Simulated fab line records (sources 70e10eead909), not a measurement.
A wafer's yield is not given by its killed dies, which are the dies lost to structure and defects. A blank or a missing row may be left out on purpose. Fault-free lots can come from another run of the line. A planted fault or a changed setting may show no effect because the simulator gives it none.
Struck lot and sound lot, side by side | flow nandHarc | 15 steps out of a route of 1302
Sound: wafers L174.1, L174.2, L174.4. Wafers L172.4, L172.5, L172.6 were the ones struck. The cause is given at the end.
For every step that has rows: the tool of each side, followed by ch and its chambers, followed by its first start. Under that, the readings that differ: sound wafers | struck wafers | difference of the means | sigmas: that difference in standard deviations of wafers without a fault.
alike: readings whose means differ by less than 2 such deviations, and words and numbers that are the same on both sides. not compared: withheld readings, readings that some wafer has no value for, bounds like >300 that may hide the same value, and numbers for which the record gives no deviation and whose values overlap.
The two part at a step that has a row with sigmas, a row that says differs or no value, or rows on one side only. When numbers do not overlap yet have no deviation, they are printed without sigmas and do not part them. Lack of a reading on every wafer of one side parts them only where that side has two or more wafers.

first, 4 steps without rows for these wafers: NHARC_A_ZERO_WELL_STRIP_14 (strips in SPM, time 900 s); NHARC_A_ZERO_WELL_IMPLANT_15; NHARC_A_ZERO_WELL_PRECLEAN_22 (cleans in SC1, time 60 s); NHARC_A_ZERO_WELL_SRD_23.
NHARC_A_ZERO_WELL_RTA_16: time 10 s.
  sound on rtpAnneal-01 ch 0, day 16 00:49; struck on rtpAnneal-02 ch 0, day 14 16:22
reading          | sound          | struck         | difference | sigmas
lampPowerPct (%) | 31.4 31.4 31.5 | 32.6 32.7 32.6 | +1.2       | +2
  alike: wafer_temp_C_max
NHARC_A_ZERO_WELL_INSPECT_17:
  sound on defectInspect-02 at day 16 01:00; struck on defectInspect-02 at day 14 16:29
  alike: rawDefectCount
then, 3 steps without rows for these wafers: NHARC_A_SOURCE_PLATE_PRECLEAN_00 (cleans in HF-LAST, time 60 s); NHARC_A_SOURCE_PLATE_SRD_01; NHARC_A_SOURCE_PLATE_OXIDE_02 (material SiO2, target thk 10 nm, ox time 1362 s).
NHARC_A_SOURCE_PLATE_THK_MEAS_09: measures by ellipsometry.
  sound on filmMetro-01 at day 16 08:17; struck on filmMetro-01 at day 14 23:47
  alike: thkNm
then, 1 step without rows for these wafers: NHARC_A_SOURCE_PLATE_PVD_04 (deposits WSi2, target thk 50 nm).
NHARC_A_SOURCE_PLATE_CVD_03: deposits poly-Si, target thk 200 nm, time 4000 s.
  struck on lpcvdPoly-02, day 15 02:22; sound on lpcvdPoly-04 ch 0, day 16 10:46
  no value came back on the struck wafers for any of 6 readings (pressureMtorr (mTorr), runLengthS (s) and others); on the sound wafers pressureMtorr (mTorr) reads 199.8 199.5 199.7
then, 1 step without rows for these wafers: NHARC_A_SOURCE_PLATE_ANNEAL_05 (time 1800 s).
NHARC_A_SOURCE_PLATE_THK_MEAS_06: measures by ellipsometry.
  sound on filmMetro-01 at day 16 21:22; struck on filmMetro-01 at day 15 12:47
reading    | sound             | struck         | difference | sigmas
thkNm (nm) | 194.3 195.4 196.0 | 49.4 49.5 47.4 | -146.5     | -67
-- break in the record here, with 17 days between the starts of the struck wafers on either side (left off in module A_SOURCE_PLATE, picked up again in module END, where the first step shown is number 1302 on the route) --
NHARC_END_SORT_01:
  at this point the record logs the struck wafers (prober-01 ch 0, day 32 19:59) and has no rows for the sound ones

== WHERE THEY PART ==
Earliest at NHARC_A_ZERO_WELL_RTA_16; latest, in this record, at NHARC_END_SORT_01.

WHY: what the simulator had put in
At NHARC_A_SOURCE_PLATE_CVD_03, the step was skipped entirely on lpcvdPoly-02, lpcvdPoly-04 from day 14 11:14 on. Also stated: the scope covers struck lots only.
